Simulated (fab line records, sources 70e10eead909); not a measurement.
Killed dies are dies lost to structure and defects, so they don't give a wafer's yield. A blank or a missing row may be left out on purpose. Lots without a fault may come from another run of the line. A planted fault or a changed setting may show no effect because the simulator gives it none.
Which tool did it? | flow nand_harc | 12 lots, 36 wafers sampled, at 5 steps of a route of 1159

WHAT THE GAUGES READ, wafer by wafer
NHARC_END_SORT_01.
lot  | measured     | on        | defect_limited_yield (%) | killed_at_array | killed_at_other | killed_at_periphery | killed_dies | killed_open | killed_short | sort_bin_2_pct (%) | sort_bin_3_pct (%) | sort_bin_4_pct (%) | sort_n_pass | sort_rim_yield_pct (%) | sort_yield_pct (%)
L823 | day 19 23:25 | prober-01 | 96.2 95.6 97.8           | 23 29 14        | 0 0 0           | 3 1 1               | 26 30 15    | 4 4 1       | 0 2 1        | 1.3 0.7 0.6        | 0.15 0.30 0        | 2.4 3.4 1.6        | 651 647 662 | 90.6 96.2 95.3         | 96.2 95.6 97.8
L839 | day 23 10:20 | prober-02 | 95.4 6.1 94.2            | 29 634 37       | 0 0 1           | 2 2 1               | 31 636 39   | 5 7 2       | 0 0 1        | 1.5 90.4 2.2       | 0.44 0.15 0.15     | 2.7 3.4 3.4        | 646 41 638  | 96.2 20.8 100.0        | 95.4 6.1 94.2

WHICH TOOL RAN EACH LOT (tool, then ch and the chambers of the sampled wafers, then the start)
lot  | NHARC_A_M1_CMP_23             | NHARC_A_M1_PRE_CLEAN_32         | NHARC_A_BONDPAD_ETCH_34            | NHARC_A_BONDPAD_PRE_CLEAN_26
L824 | cmp-02 ch 0,2,3, day 18 02:13 | pecvd-02 ch 0,1,2, day 18 02:46 | rie_diel-06 ch 0,1,2, day 18 04:54 | pvd_sputter-01, no start
L823 | cmp-04 ch 0,2,3, day 18 03:15 | pecvd-03 ch 0,1,2, day 18 03:44 | rie_diel-09 ch 1,2,3, day 18 05:54 | pvd_sputter-02, day 19 23:25 or earlier
L828 | cmp-03 ch 0,1, day 18 09:23   | pecvd-03 ch 0,1, day 18 09:55   | rie_diel-11 ch 0,1, day 18 12:05   | pvd_sputter-01, no start
L827 | cmp-04 ch 0,1,3, day 18 13:29 | pecvd-02 ch 1,2, day 18 13:58   | rie_diel-11 ch 0,2,3, day 18 15:59 | pvd_sputter-03, no start
L826 | cmp-04 ch 1,3, day 18 19:00   | pecvd-03 ch 0,1,2, day 18 20:01 | rie_diel-09 ch 0,1, day 18 22:02   | pvd_sputter-02, no start
L829 | cmp-02 ch 2,3, day 19 03:36   | pecvd-01 ch 0,1,2, day 19 04:08 | rie_diel-06 ch 0,2, day 19 06:19   | pvd_sputter-03, no start
L830 | cmp-02 ch 0,2,3, day 19 17:14 | pecvd-02 ch 0,1, day 19 17:46   | rie_diel-09 ch 0,2,3, day 19 19:54 | pvd_sputter-02, no start
L832 | cmp-02 ch 1,2,3, day 20 00:10 | pecvd-02 ch 0,2, day 20 00:42   | rie_diel-09 ch 0,1, day 20 02:50   | pvd_sputter-01, no start
L833 | cmp-02 ch 2,3, day 20 00:56   | pecvd-02 ch 0,2, day 20 01:32   | rie_diel-11 ch 1,2, day 20 03:44   | pvd_sputter-01, no start
L837 | cmp-04 ch 1,2,3, day 20 16:16 | pecvd-01 ch 1,2, day 20 16:47   | rie_diel-11 ch 1,2,3, day 20 18:58 | pvd_sputter-01, no start
L836 | cmp-02 ch 1,2,3, day 20 16:44 | pecvd-02 ch 0,2, day 20 17:16   | rie_diel-11 ch 1,3, day 20 19:28   | pvd_sputter-02, no start
L839 | cmp-04 ch 1,3, day 21 23:04   | pecvd-01 ch 0,1,2, day 21 23:37 | rie_diel-09 ch 0,1, day 22 01:46   | pvd_sputter-02, day 23 10:20 or earlier
- NHARC_A_M1_CMP_23: polishes, t overpolish 20 s, target thk 154.34 nm.
- NHARC_A_M1_PRE_CLEAN_32: time 12 s.
- NHARC_A_BONDPAD_ETCH_34: etches the open film in N2/H2, target depth 60 nm, overetch 18 nm, time 65.91 s.
- NHARC_A_BONDPAD_PRE_CLEAN_26: time 30 s.

WHAT THE TOOLS THEMSELVES READ (means of the sampled wafers that have a number; where no wafer has one, the mark that the record gives instead)
NHARC_A_M1_CMP_23.
lot  | tool   | motor_current_A (A) | slurry_filter_dp_kPa (kPa) | time_to_endpoint_s (s)
L824 | cmp-02 | 12.6                | 13.48                      | 25.6
L823 | cmp-04 | 11.8                | 13.56                      | 29.3
L828 | cmp-03 | 13.0                | 13.64                      | 30.0
L827 | cmp-04 | 11.9                | 13.53                      | 29.3
L826 | cmp-04 | 11.7                | 13.56                      | 25.7
L829 | cmp-02 | 13.0                | 13.54                      | 22.3
L830 | cmp-02 | 12.6                | 13.36                      | 27.1
L832 | cmp-02 | 11.8                | 13.48                      | 25.7
L833 | cmp-02 | 12.7                | 13.51                      | 27.6
L837 | cmp-04 | 11.6                | 13.46                      | 25.6
L836 | cmp-02 | 12.8                | 13.42                      | 24.9
L839 | cmp-04 | 12.6                | 13.48                      | 25.7

NHARC_A_M1_PRE_CLEAN_32.
lot  | tool     | heater_power_w (W)
L824 | pecvd-02 | 609
L823 | pecvd-03 | 641
L828 | pecvd-03 | 631
L827 | pecvd-02 | 660
L826 | pecvd-03 | 613
L829 | pecvd-01 | 658
L830 | pecvd-02 | 546
L832 | pecvd-02 | 591
L833 | pecvd-02 | 646
L837 | pecvd-01 | 606
L836 | pecvd-02 | 622
L839 | pecvd-01 | 633

NHARC_A_BONDPAD_ETCH_34.
lot  | tool        | bias_w (W) | drypump_motor_current_A (A) | oes_product_au (a.u.) | rf_vpp_V (V) | run_length_s (s) | showerhead_plenum_p_Torr (Torr) | throttle_valve_pct (%)
L824 | rie_diel-06 | 150.4      | 5.9                         | 0.993                 | 427.7        | 87.1             | 1.95                            | 14.166
L823 | rie_diel-09 | 150.1      | 5.7                         | 1.003                 | 432.0        | 87.3             | 2.09                            | 14.168
L828 | rie_diel-11 | 150.0      | 5.7                         | 1.012                 | 428.2        | 87.0             | 1.95                            | 14.174
L827 | rie_diel-11 | 150.0      | 5.3                         | 1.007                 | 427.6        | 87.4             | 1.94                            | 14.162
L826 | rie_diel-09 | 149.7      | 6.4                         | 1.002                 | 430.3        | 87.2             | 2.04                            | 14.175
L829 | rie_diel-06 | 150.3      | 5.6                         | 1.005                 | 432.4        | 87.1             | 2.13                            | 14.170
L830 | rie_diel-09 | 150.0      | 5.7                         | 1.003                 | 432.0        | 87.1             | 2.07                            | 14.168
L832 | rie_diel-09 | 150.5      | 6.4                         | 0.993                 | 431.2        | 87.2             | 2.05                            | 14.169
L833 | rie_diel-11 | 150.0      | 5.4                         | 0.999                 | 430.1        | 86.4             | 1.99                            | 14.177
L837 | rie_diel-11 | 149.7      | 5.4                         | 1.002                 | 428.6        | 86.9             | 1.97                            | 14.165
L836 | rie_diel-11 | 149.6      | 5.3                         | 0.998                 | 427.2        | 87.1             | 1.94                            | 14.173
L839 | rie_diel-09 | 149.8      | 6.4                         | 0.990                 | 431.4        | 79.4             | 2.05                            | 14.171

NHARC_A_BONDPAD_PRE_CLEAN_26.
lot  | tool           | heater_power_w (W)
L824 | pvd_sputter-01 | 395
L823 | pvd_sputter-02 | 386
L828 | pvd_sputter-01 | 424
L827 | pvd_sputter-03 | 425
L826 | pvd_sputter-02 | 385
L829 | pvd_sputter-03 | 386
L830 | pvd_sputter-02 | 376
L832 | pvd_sputter-01 | 409
L833 | pvd_sputter-01 | 365
L837 | pvd_sputter-01 | 427
L836 | pvd_sputter-02 | 375
L839 | pvd_sputter-02 | 402

THE ANSWER, worked out from the rows above alone
Rule: what is usual is taken from the lots themselves. Put in order of their means at a reading, lots are off if they are a third of the lots or fewer, leave a main group of 4 or more, and stand apart from it by a gap of 3 or more times the standard deviation of the main group's means; of several such gaps the widest counts. A main group whose means are all the same, to the digits that the tables above print for the reading, isn't used. A lot without any number at a reading at which 4 lots or more have one is off too. The other lots that the step has rows for count as sound. The gauges are gone through in route order, then the tools' own readings, and for those a lot's mean is taken as printed above. The first step at which some lot is off is used, and at that step the reading that is off furthest; a lot without a number counts as furthest.
Off: L839, at NHARC_A_BONDPAD_ETCH_34 (run_length_s). The main group: mean 87.1 s, standard deviation 0.25.
A tool fits if, at that step or a process step before it, it ran every lot that is off, and no sound lot after the first of them. Can't be told from this: 3 tools fit, cmp-04 at NHARC_A_M1_CMP_23, pecvd-01 at NHARC_A_M1_PRE_CLEAN_32, rie_diel-09 at NHARC_A_BONDPAD_ETCH_34.

WHAT THE SIMULATOR HAD PUT IN
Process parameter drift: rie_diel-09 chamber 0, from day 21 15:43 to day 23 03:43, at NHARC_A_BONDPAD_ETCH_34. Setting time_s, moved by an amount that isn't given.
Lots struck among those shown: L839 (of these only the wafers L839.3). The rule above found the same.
